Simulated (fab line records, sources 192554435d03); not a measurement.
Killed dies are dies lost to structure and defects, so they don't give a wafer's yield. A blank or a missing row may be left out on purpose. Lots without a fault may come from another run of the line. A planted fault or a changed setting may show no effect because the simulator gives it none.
Chamber matching | flow n5_finfet | N5_BEOL_M5_CURE_79 on uv_cure-01: 3 sister chambers
The step cures SiCOH lowk, time 240 s. 3 wafers are shown with their chamber, then 11 later ones without.

WAFERS WITH THEIR CHAMBER
wafer  | chamber | wafer_temp_C_max
L081.6 | 0       | 386.3
L091.6 | 1       | 386.6
L094.1 | 2       | 386.9

WAFERS WITHOUT THEIR CHAMBER
wafer  | wafer_temp_C_max
L094.2 | 387.5
L094.5 | 387.4
L093.3 | 386.1
L093.4 | 386.0
L093.5 | 386.7
L095.1 | 386.4
L095.2 | 387.8
L095.5 | 387.2
L097.1 | 387.1
L097.3 | 387.0
L097.5 | 386.6

WHICH CHAMBER EACH WENT THROUGH
wafer  | from the rows above          | in truth
L094.2 | can't be placed: 2 or 1 or 0 | 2
L094.5 | can't be placed: 2 or 1 or 0 | 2
L093.3 | can't be placed: 0 or 1 or 2 | 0
L093.4 | can't be placed: 0 or 1 or 2 | 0
L093.5 | can't be placed: 1 or 2 or 0 | 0
L095.1 | can't be placed: 0 or 1 or 2 | 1
L095.2 | can't be placed: 2 or 1 or 0 | 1
L095.5 | can't be placed: 2 or 1 or 0 | 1
L097.1 | can't be placed: 2 or 1 or 0 | 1
L097.3 | can't be placed: 2 or 1 or 0 | 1
L097.5 | can't be placed: 1 or 2 or 0 | 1
Placed correctly: 0 of 11. Can't be placed from these rows: 11 (the true chamber is among the candidates in 11). Placed wrongly: 0.
How it was worked out, from the rows above alone: a wafer's distance from a chamber is the root of the sum, over the readings, of the square of ((its reading less the chamber's mean) divided by the reading's scatter). The wafer belongs to the nearest chamber; if the next one is less than 2 further off, it can't be placed. A chamber's mean is the mean of its shown wafers. The scatter: with one shown wafer a chamber, the root of the mean of the squares of how far each hidden wafer lies from its nearest shown one.
